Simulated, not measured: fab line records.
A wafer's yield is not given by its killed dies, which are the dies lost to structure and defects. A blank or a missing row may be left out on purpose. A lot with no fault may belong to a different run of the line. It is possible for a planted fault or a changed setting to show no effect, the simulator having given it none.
Matching of chambers -- flow nandHarc -- NHARC_A_M0_DESCUM_14 on rieDiel-10 has 4 sister chambers
The step chemistry O2, time 3 s. 8 wafers are shown with their chamber, then 12 later ones without.

== WAFERS PAIRED WITH THEIR CHAMBERS ==
wafer,chamber,drypumpMotorCurrentA (A),oesProductAu (a.u.)
L083.5,3,5.47,1.017
L083.6,0,6.02,0.999
L086.2,0,6.12,0.993
L086.3,1,5.68,1.003
L086.4,2,6.02,0.978
L086.1,3,5.47,1.001
L086.5,2,5.99,0.986
L086.6,1,5.69,1.002

== WAFERS WITHOUT THEIR CHAMBER ==
wafer,drypumpMotorCurrentA (A),oesProductAu (a.u.)
L089.1,5.69,1.003
L089.2,5.45,1.002
L089.5,6.02,0.987
L090.1,5.45,1.010
L090.3,6.03,0.983
L090.6,5.69,0.999
L096.1,5.70,1.003
L096.2,6.02,0.989
L096.4,6.02,0.995
L096.3,6.02,0.989
L096.5,6.04,0.997
L096.6,5.67,1.003

== THE CHAMBER EACH PASSED THROUGH ==
wafer,from the rows above,in truth
L089.1,1,1
L089.2,3,3
L089.5,can't be placed: 2 or 0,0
L090.1,3,3
L090.3,can't be placed: 2 or 0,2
L090.6,1,1
L096.1,1,1
L096.2,can't be placed: 2 or 0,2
L096.4,can't be placed: 0 or 2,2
L096.3,can't be placed: 2 or 0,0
L096.5,can't be placed: 0 or 2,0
L096.6,1,1
Correctly placed: 6 of 12. From these rows, 6 cannot be placed; in 6 the true chamber is one of the candidates. Placed wrongly: 0.
How it was worked out, from the rows above alone: a wafer's distance from a chamber is the root of the sum, over the readings, of the square of ((its reading less the chamber's mean) divided by the reading's scatter). If the next closest chamber is less than 2 further off than the closest, the wafer can't be placed; otherwise it belongs to the closest. The mean given for a chamber averages the wafers shown for that chamber. The scatter: the root of (the sum of the squares of (reading less its chamber's mean) over the shown wafers, divided by (wafers less chambers)).
